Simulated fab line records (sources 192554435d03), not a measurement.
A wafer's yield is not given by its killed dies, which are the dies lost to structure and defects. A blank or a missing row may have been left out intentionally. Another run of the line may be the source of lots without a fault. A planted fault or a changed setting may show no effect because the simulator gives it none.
The tool behind it: which one? / flow n5 finfet / 11 lots with 31 wafers sampled at 2 steps, on a route of 1938 steps

== WHAT THE GAUGES SHOWED, per wafer ==
N5_BEOL_M8_OVL_MEAS_29. Usual: V7_OVL typically reads -0.4 nm, with standard deviation 0.71.
lot=L184; measured=day 9 22:33; on=overlay-02; V7_OVL (nm)=0.4 0.0 -0.9; flag=
lot=L193; measured=day 11 10:58; on=overlay-02; V7_OVL (nm)=0.1 -1.0 -0.8; flag=
lot=L192; measured=day 12 01:40; on=overlay-01; V7_OVL (nm)=0.0; flag=
lot=L194; measured=day 12 12:58; on=overlay-02; V7_OVL (nm)=-1.1 -0.2 -1.7; flag=
lot=L196; measured=day 13 02:18; on=overlay-01; V7_OVL (nm)=-1.0 -0.3 -0.3; flag=
lot=L197; measured=day 13 03:55; on=overlay-02; V7_OVL (nm)=-0.7 -1.0 -0.9; flag=
lot=L199; measured=day 13 10:01; on=overlay-01; V7_OVL (nm)=-0.5 0.3 -0.3; flag=
lot=L198; measured=day 13 11:44; on=overlay-02; V7_OVL (nm)=-1.6 -1.5 -0.9; flag=
lot=L204; measured=day 14 05:13; on=overlay-01; V7_OVL (nm)=-0.1 -0.2 -0.1; flag=
lot=L202; measured=day 14 09:27; on=overlay-02; V7_OVL (nm)=-0.2 0.8 -0.7; flag=
lot=L203; measured=day 14 16:53; on=overlay-01; V7_OVL (nm)=-0.1 -0.3 0.2; flag=

== TOOL THAT RAN EACH LOT (tool first, then ch and the chambers of the sampled wafers, then the start) ==
lot=L184; N5_BEOL_M8_HM_OPEN_17=rie metal-03 ch 0,1, day 9 20:09
lot=L193; N5_BEOL_M8_HM_OPEN_17=rie metal-03 ch 0,1, day 11 09:53
lot=L192; N5_BEOL_M8_HM_OPEN_17=rie metal-02 ch 1, day 11 23:51
lot=L194; N5_BEOL_M8_HM_OPEN_17=rie metal-02 ch 0,1, day 12 10:02
lot=L196; N5_BEOL_M8_HM_OPEN_17=rie metal-01 ch 0,1, day 13 01:47
lot=L197; N5_BEOL_M8_HM_OPEN_17=rie metal-02 ch 0,1, day 13 03:10
lot=L199; N5_BEOL_M8_HM_OPEN_17=rie metal-01 ch 0,1, day 13 09:16
lot=L198; N5_BEOL_M8_HM_OPEN_17=rie metal-02 ch 0,1, day 13 09:46
lot=L204; N5_BEOL_M8_HM_OPEN_17=rie metal-02 ch 0,1, day 14 04:17
lot=L202; N5_BEOL_M8_HM_OPEN_17=rie metal-01 ch 0,1, day 14 08:55
lot=L203; N5_BEOL_M8_HM_OPEN_17=rie metal-02 ch 0,1, day 14 16:17
- N5_BEOL_M8_HM_OPEN_17: chemistry Cl2/BCl3, target TiN, target depth 20 nm, overetch 6 nm.

== AS READ BY THE TOOLS THEMSELVES (means over the sampled wafers that have a number; for cases with no such wafer, the mark the record gives instead) ==
N5_BEOL_M8_HM_OPEN_17. Usual: drypump motor current A 5.8 A, standard deviation 0.44; oes product au 0.63 a.u., standard deviation 0.061; throttle valve pct 21.94 %, standard deviation 0.14.
lot=L184; tool=rie metal-03; drypump motor current A (A)=5.5; oes product au (a.u.)=0.61; throttle valve pct (%)=22.13; flag=
lot=L193; tool=rie metal-03; drypump motor current A (A)=5.5; oes product au (a.u.)=0.60; throttle valve pct (%)=22.14; flag=
lot=L192; tool=rie metal-02; drypump motor current A (A)=6.0; oes product au (a.u.)=0.61; throttle valve pct (%)=21.99; flag=
lot=L194; tool=rie metal-02; drypump motor current A (A)=5.5; oes product au (a.u.)=0.70; throttle valve pct (%)=21.90; flag=
lot=L196; tool=rie metal-01; drypump motor current A (A)=6.2; oes product au (a.u.)=0.59; throttle valve pct (%)=21.87; flag=
lot=L197; tool=rie metal-02; drypump motor current A (A)=5.7; oes product au (a.u.)=0.66; throttle valve pct (%)=21.94; flag=
lot=L199; tool=rie metal-01; drypump motor current A (A)=6.2; oes product au (a.u.)=0.60; throttle valve pct (%)=21.86; flag=
lot=L198; tool=rie metal-02; drypump motor current A (A)=5.5; oes product au (a.u.)=0.69; throttle valve pct (%)=21.89; flag=
lot=L204; tool=rie metal-02; drypump motor current A (A)=5.7; oes product au (a.u.)=0.64; throttle valve pct (%)=21.95; flag=
lot=L202; tool=rie metal-01; drypump motor current A (A)=6.4; oes product au (a.u.)=0.60; throttle valve pct (%)=21.80; flag=
lot=L203; tool=rie metal-02; drypump motor current A (A)=5.5; oes product au (a.u.)=0.69; throttle valve pct (%)=21.90; flag=

== THE ANSWER, worked out from the rows above alone ==
Rule: take the mean of a lot's wafers that have a number; if it is more than 3 standard deviations from the usual mean, the lot is off. A lot without any number at a reading at which 4 lots or more have one is off too. All remaining lots with rows at the step are treated as sound. After the gauges, taken in route order, come the tools' own readings; for these a lot's mean is taken, as printed above. At the first step where some lot is off, the reading lying furthest off is the one used; lots without a number count as furthest.
None of the lots is off at any reading shown; this tells nothing.

== WHAT THE SIMULATOR HAD PUT IN ==
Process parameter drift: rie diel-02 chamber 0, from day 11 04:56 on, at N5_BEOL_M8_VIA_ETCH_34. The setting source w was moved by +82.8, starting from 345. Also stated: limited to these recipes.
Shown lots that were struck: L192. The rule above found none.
